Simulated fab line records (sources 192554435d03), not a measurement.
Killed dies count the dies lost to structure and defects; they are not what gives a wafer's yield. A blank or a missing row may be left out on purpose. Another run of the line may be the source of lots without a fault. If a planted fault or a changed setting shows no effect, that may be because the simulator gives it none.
Chamber matching -- flow n5 finfet -- rie diel-02 running N5_FIN_CUT_CUT_ETCH_27: 4 sister chambers
The step etches SiO2 in CHF3/O2, target depth 4 nm, overetch 2 nm, time 4.9 s. 8 wafers are shown with their chamber, then 7 later ones without.

WAFERS PAIRED WITH THEIR CHAMBERS
wafer,chamber,drypump motor current A (A),throttle valve pct (%)
L082.3,2,6.4,18.88
L082.5,0,5.4,18.33
L083.3,3,5.4,18.84
L083.5,0,5.4,18.31
L085.1,2,6.5,18.89
L085.5,3,5.4,18.84
L086.2,1,5.7,18.65
L086.5,1,5.7,18.65

WAFERS WITH NO CHAMBER GIVEN
wafer,drypump motor current A (A),throttle valve pct (%)
L086.6,5.4,18.34
L090.3,5.4,18.34
L090.5,6.4,18.90
L090.6,5.7,18.65
L096.1,5.4,18.33
L096.2,5.7,18.68
L096.3,6.4,18.92

WHICH CHAMBER EACH ONE RAN IN
wafer,from the rows above,in truth
L086.6,0,0
L090.3,0,0
L090.5,2,2
L090.6,1,1
L096.1,0,0
L096.2,1,1
L096.3,2,2
Correct placement for 7 of the 7. Not placeable from these rows: 0. Number placed wrongly: 0.
How it was worked out, from the rows above alone: a wafer's distance from a chamber is the root of the sum, over the readings, of the square of ((its reading less the chamber's mean) divided by the reading's scatter). The wafer belongs to the nearest chamber; if the next one is less than 2 further off, it can't be placed. The mean given for a chamber averages the wafers shown for that chamber. The scatter: the root of (the sum of the squares of (reading less its chamber's mean) over the shown wafers, divided by (wafers less chambers)).
